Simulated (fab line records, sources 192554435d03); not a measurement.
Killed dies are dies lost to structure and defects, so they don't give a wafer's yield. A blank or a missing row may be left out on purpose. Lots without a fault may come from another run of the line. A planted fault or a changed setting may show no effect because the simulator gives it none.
One fault seen from 2 desks | flow n5_finfet | each desk has only its own numbers; what lay behind them comes last

THE TOOL OWNER'S DESK: rie_diel-04
The tool's own readings at N5_BEOL_M0_ETCH_109 (etches SiCN in CH3F/O2, target depth 8 nm, overetch 2.4 nm, time 27.4 s): means of the sampled wafers that have a number, for each lot that ran on this tool. A lot is out of limits, marked OUT, if its mean lies more than 4 standard deviations from the usual mean; the brackets give that distance.
Columns: A = drypump_motor_current_A at N5_BEOL_M0_ETCH_109, usual 5.6 A; B = oes_product_au at N5_BEOL_M0_ETCH_109, usual 0.69 a.u.; C = rf_vpp_V at N5_BEOL_M0_ETCH_109, usual 297.4 V; D = showerhead_plenum_p_Torr at N5_BEOL_M0_ETCH_109, usual 2.01 Torr; E = throttle_valve_pct at N5_BEOL_M0_ETCH_109, usual 16.24 %
lot  | first seen here | A   | B    | C     | D    | E
L173 | day 6 01:55     | 5.4 | 0.69 | 296.1 | 1.96 | 16.24
L176 | day 7 00:59     | 5.7 | 0.67 | 295.6 | 1.96 | 16.17
L179 | day 7 18:43     | 6.0 | 0.61 | 296.5 | 1.95 | 16.10
L182 | day 8 17:19     | 5.8 | 0.58 | 297.3 | 2.02 | 16.48
L193 | day 11 09:41    | 5.9 | 0.68 | 297.9 | 1.98 | 16.17
This desk's finding: nothing out of limits on any of the 5 lots.

THE METROLOGY DESK
What the gauges read, lot by lot, whatever tool the lot ran on: means of the sampled wafers that have a number. A lot is out of limits, marked OUT, if its mean lies more than 4 standard deviations from the usual mean; the brackets give that distance. Of its 10 readings 7 are shown: those that lie furthest out on some lot.
Columns: A = DIBL_P at N5_BEOL_M4_RC_MEAS_101, usual 36 mV/V; B = IOFF_N at N5_BEOL_M4_RC_MEAS_101, usual 0.16 nA/um; C = IOFF_P at N5_BEOL_M4_RC_MEAS_101, usual 0.21 nA/um; D = ION_N at N5_BEOL_M4_RC_MEAS_101, usual 677 uA/um; E = ION_P at N5_BEOL_M4_RC_MEAS_101, usual 464 uA/um; F = SS_P at N5_BEOL_M4_RC_MEAS_101, usual 73.3 mV/dec; G = VT_P at N5_BEOL_M4_RC_MEAS_101, usual -251 mV
lot  | first seen here | A  | B    | C    | D   | E   | F    | G
L173 | day 7 22:32     | 39 | 0.23 | 0.31 | 702 | 482 | 74.5 | -245
L175 | day 8 21:05     | 38 | 0.19 | 0.30 | 689 | 482 | 73.2 | -241
L176 | day 9 14:45     | 33 | 0.13 | 0.17 | 672 | 462 | 72.0 | -253
L179 | day 10 16:43    | 38 | 0.17 | 0.23 | 687 | 472 | 72.6 | -250
L182 | day 10 22:23    | 37 | 0.17 | 0.21 | 690 | 468 | 73.4 | -250
L186 | day 11 17:33    | 36 | 0.18 | 0.21 | 664 | 452 | 73.9 | -253
L185 | day 11 23:30    | 40 | 0.21 | 0.25 | 679 | 465 | 74.1 | -250
L191 | day 13 05:12    | 37 | 0.17 | 0.23 | 680 | 465 | 74.3 | -247
L193 | day 14 04:37    | 38 | 0.19 | 0.23 | 688 | 469 | 73.6 | -251
This desk's finding: nothing out of limits on any of the 9 lots.

PUT TOGETHER
The tool owner's desk saw nothing out of limits.
The metrology desk saw nothing out of limits.

WHAT THE SIMULATOR HAD PUT IN
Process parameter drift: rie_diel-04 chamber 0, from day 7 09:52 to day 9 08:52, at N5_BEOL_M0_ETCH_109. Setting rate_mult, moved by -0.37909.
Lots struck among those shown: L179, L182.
